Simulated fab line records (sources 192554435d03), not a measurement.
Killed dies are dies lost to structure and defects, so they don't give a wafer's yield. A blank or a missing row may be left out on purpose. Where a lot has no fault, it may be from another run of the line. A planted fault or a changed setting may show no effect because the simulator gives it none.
Problem report in the 8D (eight disciplines) form, filled by code -- flow n5Finfet -- the parts of the form that need people (team, actions taken, sign-off) are left out

== 1. WHAT WENT WRONG ==
A mean of 236 nm is read at N5_BEOL_M9_OCD_MEAS_38 for trenchDepthNm, taken on 1 wafer of 1 lot, against 149 nm (standard deviation 3.5) on wafers free of any fault. That puts it +25 standard deviations away from the usual mean.
Seen first at day 17 00:14 on ocd-01, wafer L342.2. The record has a number at this step for 24 wafers belonging to 8 lots. By rule, "out" or "out of limits" means more than 4 standard deviations away from the usual mean. Any other wafer with a number is counted as sound.

== 2. WHAT THIS IS AND IS NOT ==
question,is,is not
which readings at this step,trenchDepthNm,-
which lots,L342,"L333, L336, L337, L349, L350, L353, L354"
which wafers of those lots,L342.2,"L342.3, L342.4"
read on which gauges,ocd-01,ocd-02
when,from day 17 00:14,"up to then (11 sound wafers); but 12 sound wafers of L349, L350, L353, L354 came after"

== 3. WHAT RULES OUT EACH SUSPECT ==
Counting: a tool at a process step up to the reading stays a suspect if it ran every lot that is out. Sound lots after the first of them don't rule it out here, since some wafers of a struck lot are sound.
- the gauge at N5_BEOL_M9_OCD_MEAS_38: ruled out. All the wafers that are out were read on ocd-01, but those of them that N5_BEOL_M9_TRENCH_ETCH_37 has rows for are out there too, on other tools.
- rieDiel-02 at N5_BEOL_M9_VIA_ETCH_34 (etches SiCOH lowk in C4F6/O2, target depth 182.4 nm, time 68.4 s): kept. It processed L342, the lot that is out, at day 16 23:58, and its most recent sound lot before then was L336 at day 14 21:27.
- rieDiel-02 at N5_BEOL_M9_TRENCH_ETCH_37 (etches SiCOH lowk in C4F6/O2, target depth 151.43 nm, time 49 s): kept. It processed L342, the lot that is out, at day 17 00:04, and its most recent sound lot before then was L336 at day 14 21:33. Its own readings are out on those wafers: oesProductAu.
- In rieDiel-02 at N5_BEOL_M9_VIA_ETCH_34, the wafers that are out were processed in chamber 0 and their sound lot-mates in chambers 2, 3.
- In rieDiel-02 at N5_BEOL_M9_TRENCH_ETCH_37, the wafers that are out were processed in chamber 0 and their sound lot-mates in chambers 2, 3.
What counting leaves: rieDiel-02 at N5_BEOL_M9_VIA_ETCH_34 and rieDiel-02 at N5_BEOL_M9_TRENCH_ETCH_37.

== 4. THE CAUSE (what the simulator had put in) ==
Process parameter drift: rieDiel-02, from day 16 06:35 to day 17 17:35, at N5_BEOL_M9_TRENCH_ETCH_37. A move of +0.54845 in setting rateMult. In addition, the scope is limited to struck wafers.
Counting left 2 suspects, and this tool is among them.

== 5. THE CHAIN OF EFFECTS, in route order ==
One row per reading whose mean, taken over the struck wafers that have a number, lies over 3 standard deviations from the usual. Readings are gone through only where the record gives a usual standard deviation; hours: the median, over the lots, of the time from a lot's start at the first step in this table giving one to that lot's start at this step; sigmas: the change measured in usual standard deviations.
hours,step,reading,usual,on struck wafers,change,sigmas
0,N5_BEOL_M9_TRENCH_ETCH_37,oesProductAu,0.79 a.u.,1.18,+0.39,+4.6
0,N5_BEOL_M9_OCD_MEAS_38,trenchDepthNm,149 nm,236,+87,+25
5,N5_BEOL_M9_THK_MEAS_53,M9_THK,139 nm,225,+86,+23
5,N5_BEOL_M9_RS_MEAS_57,M9_RS,0.153 ohm/sq,0.090,-0.063,-14
67,N5_PASSIVATION_PROBE_49,defectLimitedYield,90.9 %,81.9,-9.0,-5.6
67,N5_PASSIVATION_PROBE_49,killed_at_M4_up,15,119,+104,+19
67,N5_PASSIVATION_PROBE_49,killedDies,107,214,+107,+5.6
67,N5_PASSIVATION_PROBE_49,killedOnRim,14,42,+28,+6.5
67,N5_PASSIVATION_PROBE_49,sortNPass,1072,966,-106,-5.3
67,N5_PASSIVATION_PROBE_49,sortYieldPct,90.9 %,81.9,-9.0,-5.3
It contains these process steps:
- N5_BEOL_M9_TRENCH_ETCH_37: etches SiCOH lowk in C4F6/O2, target depth 151.43 nm, time 49 s.
- N5_PASSIVATION_PROBE_49

== 6. WHAT WOULD HAVE CAUGHT IT SOONER ==
In this record the first reading out of limits at a measuring or inspecting step was taken at day 17 00:14, 18 hours after the fault began at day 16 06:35.
Tool's own readings at N5_BEOL_M9_TRENCH_ETCH_37, oesProductAu: out on all struck wafers the step has rows for; an alarm limit on them would have tripped on the first.
Lots out: 1; all had begun N5_BEOL_M9_TRENCH_ETCH_37 on rieDiel-02 by day 17 00:14. None of them would have been spared by holding the tool at that moment.
